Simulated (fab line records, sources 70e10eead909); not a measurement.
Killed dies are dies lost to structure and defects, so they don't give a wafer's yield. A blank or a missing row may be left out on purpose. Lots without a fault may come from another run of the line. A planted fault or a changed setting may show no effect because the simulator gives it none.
Which tool did it? | flow nand_harc | 24 lots, 72 wafers sampled, at 6 steps of a route of 1159

WHAT THE GAUGES READ, wafer by wafer
NHARC_P_M0_INSPECT_27. Usual: raw_defect_count 346, standard deviation 160.
lot  | measured     | on                | raw_defect_count | flag
L074 | day 6 01:47  | defect_inspect-02 | 143 159 261      |
L075 | day 6 10:57  | defect_inspect-02 | 690 330 339      |
L076 | day 6 11:26  | defect_inspect-01 | 378 285 387      |
L077 | day 6 20:35  | defect_inspect-01 | 129 131 140      |
L078 | day 6 22:20  | defect_inspect-01 | 155 221 211      |
L079 | day 7 14:59  | defect_inspect-01 | 851 258 402      |
L080 | day 7 14:23  | defect_inspect-01 | 368 394 414      |
L081 | day 7 13:27  | defect_inspect-01 | 539 479 549      |
L082 | day 7 21:16  | defect_inspect-01 | 721 492 587      |
L083 | day 8 00:59  | defect_inspect-02 | 210 950 591      |
L084 | day 8 06:11  | defect_inspect-01 | 114 237 228      |
L086 | day 9 04:00  | defect_inspect-02 | 448 335 479      |
L085 | day 9 23:42  | defect_inspect-02 | 304 855 529      |
L087 | day 9 03:01  | defect_inspect-02 | 273 228 252      |
L088 | day 10 01:28 | defect_inspect-02 | 285 362 316      |
L089 | day 10 08:23 | defect_inspect-01 | 294 331 240      |
L090 | day 10 07:51 | defect_inspect-01 | 476 461 599      |
L091 | day 10 09:22 | defect_inspect-02 | 202 384 223      |
L092 | day 10 19:32 | defect_inspect-02 | 363 373 398      |
L094 | day 10 17:20 | defect_inspect-02 | 225 264 249      |
L093 | day 10 19:29 | defect_inspect-01 | 209 249 172      |
L095 | day 11 08:33 | defect_inspect-01 | 437 288 313      |
L096 | day 11 09:10 | defect_inspect-01 | 412 219 162      |
L097 | day 11 17:39 | defect_inspect-02 | 353 379 383      |

WHICH TOOL RAN EACH LOT (tool, then ch and the chambers of the sampled wafers, then the start)
lot  | NHARC_P_STI_ETCH_31                           | NHARC_P_GATE_DESCUM_31             | NHARC_P_GATE_ETCH_104              | NHARC_P_GATE_STRIP_75                | NHARC_P_GATE_STRIP_76
L074 | rie_diel-03 ch 1,3, day 4 17:35 or earlier    | rie_diel-10 ch 0,1, day 4 17:35    | rie_diel-10 ch 1,2, day 4 17:40    | plasma_asher-02 ch 0,1, day 5 06:17  | plasma_asher-02 ch 0,1, day 5 08:01
L075 | rie_diel-12 ch 0,2,3, day 5 02:00 or earlier  | rie_diel-10 ch 0,1,2, day 5 02:00  | rie_diel-10 ch 0,1,3, day 5 02:06  | plasma_asher-02 ch 0,1, day 5 16:34  | plasma_asher-02 ch 0,1, day 5 18:20
L076 | rie_diel-06 ch 0,1,2, day 5 02:37 or earlier  | rie_diel-10 ch 0,1,2, day 5 02:37  | rie_diel-10 ch 0,1, day 5 02:44    | plasma_asher-01 ch 0,1, day 5 16:47  | plasma_asher-01 ch 0,1, day 5 18:33
L077 | rie_diel-03 ch 0,1, day 5 11:09 or earlier    | rie_diel-10 ch 1,2, day 5 11:09    | rie_diel-10 ch 0,1,2, day 5 11:14  | plasma_asher-02 ch 0,1, day 5 23:48  | plasma_asher-02 ch 1, day 6 01:31
L078 | rie_diel-12 ch 1,2, day 5 19:51 or earlier    | rie_diel-11 ch 0,1,2, day 5 19:51  | rie_diel-11 ch 0,2,3, day 5 19:55  | plasma_asher-02 ch 0,1, day 6 08:21  | plasma_asher-01 ch 0,1, day 6 10:03
L079 | rie_diel-12 ch 1,3, day 6 08:23 or earlier    | rie_diel-11 ch 0,2, day 6 08:23    | rie_diel-11 ch 0,3, day 6 08:29    | plasma_asher-01 ch 0,1, day 6 23:17  | plasma_asher-01 ch 0,1, day 7 01:09
L080 | rie_diel-03 ch 1,2,3, day 6 08:36 or earlier  | rie_diel-09 ch 0,1,2, day 6 08:36  | rie_diel-09 ch 0,1, day 6 08:41    | plasma_asher-01 ch 0,1, day 6 21:17  | plasma_asher-02 ch 0,1, day 6 23:31
L081 | rie_diel-12 ch 0,3, day 6 07:58 or earlier    | rie_diel-10 ch 0,1,2, day 6 07:58  | rie_diel-10 ch 1,2,3, day 6 08:02  | plasma_asher-02 ch 0,1, day 6 20:38  | plasma_asher-01 ch 0,1, day 6 22:28
L082 | rie_diel-12 ch 0,1,2, day 6 17:48 or earlier  | rie_diel-11 ch 0,1,3, day 6 17:48  | rie_diel-11 ch 0,2,3, day 6 17:53  | plasma_asher-01 ch 0,1, day 7 06:21  | plasma_asher-01 ch 0,1, day 7 08:13
L083 | rie_diel-06 ch 0,1, day 6 22:02 or earlier    | rie_diel-10 ch 0,2, day 6 22:02    | rie_diel-10 ch 0,1,2, day 6 22:07  | plasma_asher-02 ch 0,1, day 7 10:53  | plasma_asher-02 ch 0,1, day 7 12:31
L084 | rie_diel-03 ch 0,3, day 6 22:19 or earlier    | rie_diel-11 ch 0,2,3, day 6 22:19  | rie_diel-11 ch 0,1,2, day 6 22:28  | plasma_asher-01 ch 0,1, day 7 11:14  | plasma_asher-01 ch 0,1, day 7 12:58
L086 | rie_diel-06 ch 0,1,3, day 7 23:15 or earlier  | rie_diel-09 ch 0,1,2, day 7 23:15  | rie_diel-09 ch 0,1,3, day 7 23:20  | plasma_asher-01 ch 0,1, day 8 12:29  | plasma_asher-02 ch 0,1, day 8 14:17
L085 | rie_diel-12 ch 1,2,3, day 7 23:32 or earlier  | rie_diel-11 ch 0,3, day 7 23:32    | rie_diel-11 ch 0,2,3, day 7 23:38  | plasma_asher-01 ch 0,1, day 8 18:24  | plasma_asher-01 ch 0,1, day 8 20:09
L087 | rie_diel-12 ch 0,1,2, day 7 23:04 or earlier  | rie_diel-10 ch 1,2,3, day 7 23:04  | rie_diel-10 ch 1,2,3, day 7 23:09  | plasma_asher-02 ch 0,1, day 8 11:58  | plasma_asher-02 ch 0,1, day 8 13:45
L088 | rie_diel-12 ch 0,2,3, day 8 08:57 or earlier  | rie_diel-11 ch 2,3, day 8 08:57    | rie_diel-11 ch 0,2,3, day 8 09:02  | plasma_asher-01 ch 0,1, day 8 22:42  | plasma_asher-02 ch 0,1, day 9 00:25
L089 | rie_diel-03 ch 2,3, day 8 16:01 or earlier    | rie_diel-11 ch 0,2, day 8 16:01    | rie_diel-11 ch 0,2, day 8 16:07    | plasma_asher-01 ch 0,1, day 9 04:54  | plasma_asher-02 ch 0,1, day 9 06:38
L090 | rie_diel-12 ch 0,2,3, day 8 15:31 or earlier  | rie_diel-11 ch 0,2, day 8 15:31    | rie_diel-11 ch 0,2, day 8 15:39    | plasma_asher-01 ch 0,1, day 9 04:26  | plasma_asher-01 ch 0,1, day 9 06:01
L091 | rie_diel-06 ch 0,1, day 9 00:26 or earlier    | rie_diel-09 ch 0,3, day 9 00:26    | rie_diel-09 ch 0,3, day 9 00:32    | plasma_asher-01 ch 1, day 9 13:49    | plasma_asher-02 ch 0,1, day 9 15:40
L092 | rie_diel-03 ch 1,3, day 9 07:25 or earlier    | rie_diel-10 ch 1,3, day 9 07:25    | rie_diel-10 ch 1,3, day 9 07:30    | plasma_asher-01 ch 0,1, day 10 02:40 | plasma_asher-02 ch 0,1, day 10 04:20
L094 | rie_diel-03 ch 1,2,3, day 9 07:10 or earlier  | rie_diel-09 ch 0,1,3, day 9 07:10  | rie_diel-09 ch 0,1,2, day 9 07:14  | plasma_asher-01 ch 0,1, day 9 20:07  | plasma_asher-02 ch 0,1, day 9 21:55
L093 | rie_diel-12 ch 0,1,3, day 9 07:16 or earlier  | rie_diel-11 ch 0,2,3, day 9 07:16  | rie_diel-11 ch 0,2,3, day 9 07:22  | plasma_asher-02 ch 0,1, day 9 21:23  | plasma_asher-01 ch 0,1, day 9 23:03
L095 | rie_diel-06 ch 0,1,2, day 10 01:16 or earlier | rie_diel-11 ch 1,2, day 10 01:16   | rie_diel-11 ch 0,2, day 10 01:22   | plasma_asher-02 ch 0,1, day 10 14:03 | plasma_asher-02 ch 0,1, day 10 15:42
L096 | rie_diel-12 ch 1,2,3, day 10 01:26 or earlier | rie_diel-10 ch 1,2,3, day 10 01:26 | rie_diel-10 ch 0,1,2, day 10 01:31 | plasma_asher-02 ch 0,1, day 10 14:26 | plasma_asher-02 ch 0,1, day 10 16:12
L097 | rie_diel-06 ch 0,3, day 10 12:23 or earlier   | rie_diel-11 ch 1,2, day 10 12:23   | rie_diel-11 ch 1,2,3, day 10 12:29 | plasma_asher-02 ch 0,1, day 11 03:11 | plasma_asher-02 ch 0,1, day 11 04:47
- NHARC_P_STI_ETCH_31: etches the open film in CF4/CHF3, target depth 108.9 nm, time 54.5 s.
- NHARC_P_GATE_DESCUM_31: chemistry O2, time 3 s.
- NHARC_P_GATE_ETCH_104: etches the open film in CF4/CHF3, target depth 60 nm.
- NHARC_P_GATE_STRIP_75: strips in O2.
- NHARC_P_GATE_STRIP_76: strips in O2.

WHAT THE TOOLS THEMSELVES READ (means of the sampled wafers that have a number; where no wafer has one, the mark that the record gives instead)
NHARC_P_STI_ETCH_31. Usual: drypump_motor_current_A 5.6 A, standard deviation 0.4; oes_product_au 0.956 a.u., standard deviation 0.02; rf_vpp_V 370.6 V, standard deviation 2; showerhead_plenum_p_Torr 1.57 Torr, standard deviation 0.057; throttle_valve_pct 16.802 %, standard deviation 0.0085.
lot  | tool        | drypump_motor_current_A (A) | oes_product_au (a.u.) | rf_vpp_V (V) | showerhead_plenum_p_Torr (Torr) | throttle_valve_pct (%) | flag
L074 | rie_diel-03 | 6.1                         | 0.968                 | 372.6        | 1.62                            | 16.804                 |
L075 | rie_diel-12 | 5.5                         | 0.976                 | 369.9        | 1.58                            | 16.806                 |
L076 | rie_diel-06 | 5.1                         | 0.941                 | 370.2        | 1.56                            | 16.804                 |
L077 | rie_diel-03 | 5.6                         | 0.965                 | 370.2        | 1.56                            | 16.805                 |
L078 | rie_diel-12 | 5.5                         | 0.924                 | 372.9        | 1.63                            | 16.809                 |
L079 | rie_diel-12 | 5.4                         | 0.964                 | 371.2        | 1.58                            | 16.804                 |
L080 | rie_diel-03 | 6.0                         | 0.920                 | 370.6        | 1.56                            | 16.802                 |
L081 | rie_diel-12 | 5.4                         | 0.977                 | 370.1        | 1.55                            | 16.804                 |
L082 | rie_diel-12 | 5.7                         | 0.932                 | 371.4        | 1.58                            | 16.801                 |
L083 | rie_diel-06 | 5.3                         | 0.955                 | 369.0        | 1.55                            | 16.804                 |
L084 | rie_diel-03 | 5.8                         | 0.961                 | 371.8        | 1.61                            | 16.806                 |
L086 | rie_diel-06 | 5.5                         | 0.951                 | 371.2        | 1.58                            | 16.808                 |
L085 | rie_diel-12 | 5.4                         | 0.967                 | 371.5        | 1.61                            | 16.813                 |
L087 | rie_diel-12 | 5.7                         | 0.968                 | 370.8        | 1.58                            | 16.792                 |
L088 | rie_diel-12 | 5.5                         | 0.970                 | 371.2        | 1.58                            | 16.804                 |
L089 | rie_diel-03 | 6.2                         | 0.928                 | 370.8        | 1.60                            | 16.792                 |
L090 | rie_diel-12 | 5.5                         | 0.968                 | 370.6        | 1.58                            | 16.806                 |
L091 | rie_diel-06 | 5.1                         | 0.969                 | 370.1        | 1.53                            | 16.799                 |
L092 | rie_diel-03 | 5.9                         | 0.916                 | 370.7        | 1.59                            | 16.800                 |
L094 | rie_diel-03 | 6.0                         | 0.964                 | 370.3        | 1.56                            | 16.803                 |
L093 | rie_diel-12 | 5.6                         | 0.977                 | 369.5        | 1.56                            | 16.803                 |
L095 | rie_diel-06 | 5.1                         | 0.973                 | 369.9        | 1.56                            | 16.802                 |
L096 | rie_diel-12 | 5.4                         | 0.966                 | 371.3        | 1.61                            | 16.795                 |
L097 | rie_diel-06 | 5.9                         | 0.938                 | 372.4        | 1.62                            | 16.796                 |

NHARC_P_GATE_DESCUM_31. Usual: drypump_motor_current_A 5.5 A, standard deviation 0.33; oes_product_au 1.001 a.u., standard deviation 0.0091; rf_vpp_V 57.7 V, standard deviation 0.88; showerhead_plenum_p_Torr 1.88 Torr, standard deviation 0.094; throttle_valve_pct 11.311 %, standard deviation 0.0084.
lot  | tool        | drypump_motor_current_A (A) | oes_product_au (a.u.) | rf_vpp_V (V) | showerhead_plenum_p_Torr (Torr) | throttle_valve_pct (%) | flag
L074 | rie_diel-10 | 5.4                         | 1.008                 | 57.9         | 2.00                            | 11.307                 |
L075 | rie_diel-10 | 5.5                         | 1.001                 | 58.0         | 1.93                            | 11.316                 |
L076 | rie_diel-10 | 5.5                         | 1.012                 | 58.3         | 1.93                            | 11.315                 |
L077 | rie_diel-10 | 5.5                         | 0.999                 | 57.9         | 1.94                            | 11.313                 |
L078 | rie_diel-11 | 5.6                         | 0.994                 | 58.2         | 1.86                            | 11.311                 |
L079 | rie_diel-11 | 5.6                         | 0.995                 | 57.3         | 1.86                            | 11.317                 |
L080 | rie_diel-09 | 5.6                         | 0.996                 | 58.0         | 1.87                            | 11.308                 |
L081 | rie_diel-10 | 5.5                         | 1.006                 | 58.2         | 1.92                            | 11.305                 |
L082 | rie_diel-11 | 5.3                         | 1.002                 | 57.6         | 1.85                            | 11.306                 |
L083 | rie_diel-10 | 5.6                         | 1.004                 | 57.2         | 1.85                            | 11.319                 |
L084 | rie_diel-11 | 5.4                         | 1.010                 | 57.3         | 1.86                            | 11.301                 |
L086 | rie_diel-09 | 5.6                         | 0.993                 | 57.4         | 1.87                            | 11.315                 |
L085 | rie_diel-11 | 5.2                         | 0.997                 | 57.5         | 1.92                            | 11.312                 |
L087 | rie_diel-10 | 5.5                         | 1.011                 | 57.6         | 1.92                            | 11.312                 |
L088 | rie_diel-11 | 5.7                         | 1.002                 | 57.7         | 1.79                            | 11.316                 |
L089 | rie_diel-11 | 5.7                         | 0.994                 | 58.0         | 1.86                            | 11.309                 |
L090 | rie_diel-11 | 5.7                         | 1.004                 | 58.0         | 1.86                            | 11.314                 |
L091 | rie_diel-09 | 5.4                         | 0.989                 | 57.6         | 1.89                            | 11.311                 |
L092 | rie_diel-10 | 5.4                         | 0.999                 | 58.9         | 1.97                            | 11.311                 |
L094 | rie_diel-09 | 5.3                         | 1.003                 | 57.8         | 1.85                            | 11.308                 |
L093 | rie_diel-11 | 5.4                         | 1.000                 | 57.3         | 1.85                            | 11.312                 |
L095 | rie_diel-11 | 5.8                         | 1.000                 | 56.8         | 1.79                            | 11.310                 |
L096 | rie_diel-10 | 5.5                         | 1.000                 | 58.6         | 1.92                            | 11.312                 |
L097 | rie_diel-11 | 5.7                         | 0.992                 | 56.9         | 1.78                            | 11.313                 |

NHARC_P_GATE_ETCH_104. Usual: drypump_motor_current_A 5.5 A, standard deviation 0.32; oes_product_au 0.950 a.u., standard deviation 0.021; rf_vpp_V 369.8 V, standard deviation 2.6; showerhead_plenum_p_Torr 1.55 Torr, standard deviation 0.073; throttle_valve_pct 16.802 %, standard deviation 0.0089.
lot  | tool        | drypump_motor_current_A (A) | oes_product_au (a.u.) | rf_vpp_V (V) | showerhead_plenum_p_Torr (Torr) | throttle_valve_pct (%) | flag
L074 | rie_diel-10 | 5.5                         | 0.979                 | 372.3        | 1.60                            | 16.798                 |
L075 | rie_diel-10 | 5.4                         | 0.933                 | 371.6        | 1.63                            | 16.804                 |
L076 | rie_diel-10 | 5.4                         | 0.935                 | 372.2        | 1.62                            | 16.806                 |
L077 | rie_diel-10 | 5.5                         | 0.931                 | 370.6        | 1.58                            | 16.808                 |
L078 | rie_diel-11 | 5.4                         | 0.929                 | 370.1        | 1.54                            | 16.798                 |
L079 | rie_diel-11 | 5.2                         | 0.937                 | 369.5        | 1.53                            | 16.800                 |
L080 | rie_diel-09 | 5.1                         | 0.957                 | 368.9        | 1.50                            | 16.802                 |
L081 | rie_diel-10 | 5.5                         | 0.982                 | 370.6        | 1.58                            | 16.796                 |
L082 | rie_diel-11 | 5.4                         | 0.969                 | 368.9        | 1.53                            | 16.795                 |
L083 | rie_diel-10 | 5.5                         | 0.966                 | 370.8        | 1.58                            | 16.803                 |
L084 | rie_diel-11 | 5.6                         | 0.937                 | 368.4        | 1.53                            | 16.799                 |
L086 | rie_diel-09 | 5.3                         | 0.945                 | 368.6        | 1.53                            | 16.802                 |
L085 | rie_diel-11 | 5.4                         | 0.967                 | 369.5        | 1.53                            | 16.799                 |
L087 | rie_diel-10 | 5.5                         | 0.941                 | 369.7        | 1.58                            | 16.807                 |
L088 | rie_diel-11 | 5.4                         | 0.937                 | 369.2        | 1.53                            | 16.803                 |
L089 | rie_diel-11 | 5.6                         | 0.932                 | 369.0        | 1.53                            | 16.800                 |
L090 | rie_diel-11 | 5.4                         | 0.948                 | 370.3        | 1.58                            | 16.801                 |
L091 | rie_diel-09 | 5.4                         | 0.966                 | 368.3        | 1.51                            | 16.810                 |
L092 | rie_diel-10 | 5.4                         | 0.974                 | 372.7        | 1.63                            | 16.805                 |
L094 | rie_diel-09 | 5.6                         | 0.922                 | 369.0        | 1.54                            | 16.801                 |
L093 | rie_diel-11 | 5.4                         | 0.961                 | 369.7        | 1.53                            | 16.797                 |
L095 | rie_diel-11 | 5.4                         | 0.969                 | 370.8        | 1.58                            | 16.806                 |
L096 | rie_diel-10 | 5.5                         | 0.971                 | 370.5        | 1.57                            | 16.796                 |
L097 | rie_diel-11 | 5.6                         | 0.946                 | 367.5        | 1.47                            | 16.799                 |

NHARC_P_GATE_STRIP_75. Usual: drypump_motor_current_A 5.8 A, standard deviation 0.6; heater_power_w 338 W, standard deviation 34; rf_refl_power_W 20 W, standard deviation 6.5.
lot  | tool            | drypump_motor_current_A (A) | heater_power_w (W) | rf_refl_power_W (W) | flag
L074 | plasma_asher-02 | 5.5                         | 314                | 24                  |
L075 | plasma_asher-02 | 6.1                         | 322                | 27                  |
L076 | plasma_asher-01 | 5.7                         | 368                | 16                  |
L077 | plasma_asher-02 | 5.5                         | 308                | 24                  |
L078 | plasma_asher-02 | 6.1                         | 321                | 29                  |
L079 | plasma_asher-01 | 5.7                         | 375                | 16                  |
L080 | plasma_asher-01 | 5.7                         | 365                | 15                  |
L081 | plasma_asher-02 | 6.0                         | 322                | 28                  |
L082 | plasma_asher-01 | 5.7                         | 366                | 15                  |
L083 | plasma_asher-02 | 6.1                         | 316                | 28                  |
L084 | plasma_asher-01 | 5.8                         | 345                | 16                  |
L086 | plasma_asher-01 | 5.9                         | 352                | 17                  |
L085 | plasma_asher-01 | 5.9                         | 343                | 17                  |
L087 | plasma_asher-02 | 5.5                         | 313                | 24                  |
L088 | plasma_asher-01 | 5.7                         | 374                | 14                  |
L089 | plasma_asher-01 | 5.7                         | 366                | 15                  |
L090 | plasma_asher-01 | 5.9                         | 342                | 17                  |
L091 | plasma_asher-01 | 6.0                         | 330                | 18                  |
L092 | plasma_asher-01 | 5.7                         | 363                | 15                  |
L094 | plasma_asher-01 | 5.7                         | 370                | 15                  |
L093 | plasma_asher-02 | 6.1                         | 312                | 27                  |
L095 | plasma_asher-02 | 5.5                         | 307                | 24                  |
L096 | plasma_asher-02 | 5.5                         | 307                | 24                  |
L097 | plasma_asher-02 | 5.5                         | 311                | 24                  |

NHARC_P_GATE_STRIP_76. Usual: drypump_motor_current_A 5.8 A, standard deviation 0.68; heater_power_w 330 W, standard deviation 32; rf_refl_power_W 22 W, standard deviation 6.6.
lot  | tool            | drypump_motor_current_A (A) | heater_power_w (W) | rf_refl_power_W (W) | flag
L074 | plasma_asher-02 | 5.5                         | 315                | 24                  |
L075 | plasma_asher-02 | 6.0                         | 325                | 28                  |
L076 | plasma_asher-01 | 5.9                         | 348                | 17                  |
L077 | plasma_asher-02 | 5.0                         | 296                | 21                  |
L078 | plasma_asher-01 | 5.7                         | 365                | 15                  |
L079 | plasma_asher-01 | 5.7                         | 363                | 15                  |
L080 | plasma_asher-02 | 6.1                         | 319                | 28                  |
L081 | plasma_asher-01 | 5.7                         | 370                | 16                  |
L082 | plasma_asher-01 | 5.9                         | 346                | 16                  |
L083 | plasma_asher-02 | 5.6                         | 310                | 24                  |
L084 | plasma_asher-01 | 5.7                         | 364                | 15                  |
L086 | plasma_asher-02 | 6.1                         | 320                | 27                  |
L085 | plasma_asher-01 | 5.7                         | 367                | 14                  |
L087 | plasma_asher-02 | 6.1                         | 318                | 27                  |
L088 | plasma_asher-02 | 5.5                         | 304                | 24                  |
L089 | plasma_asher-02 | 5.5                         | 304                | 24                  |
L090 | plasma_asher-01 | 5.7                         | 372                | 15                  |
L091 | plasma_asher-02 | 6.0                         | 312                | 28                  |
L092 | plasma_asher-02 | 6.1                         | 316                | 27                  |
L094 | plasma_asher-02 | 6.1                         | 312                | 27                  |
L093 | plasma_asher-01 | 5.9                         | 345                | 17                  |
L095 | plasma_asher-02 | 6.1                         | 316                | 27                  |
L096 | plasma_asher-02 | 5.5                         | 309                | 23                  |
L097 | plasma_asher-02 | 6.1                         | 313                | 27                  |

THE ANSWER, worked out from the rows above alone
Rule: a lot is off if the mean of its wafers that have a number lies more than 3 standard deviations from the usual mean. A lot without any number at a reading at which 4 lots or more have one is off too. The other lots that the step has rows for count as sound. The gauges are gone through in route order, then the tools' own readings, and for those a lot's mean is taken as printed above. The first step at which some lot is off is used, and at that step the reading that is off furthest; a lot without a number counts as furthest.
No lot is off at any reading shown: from this, nothing can be told.

WHAT THE SIMULATOR HAD PUT IN
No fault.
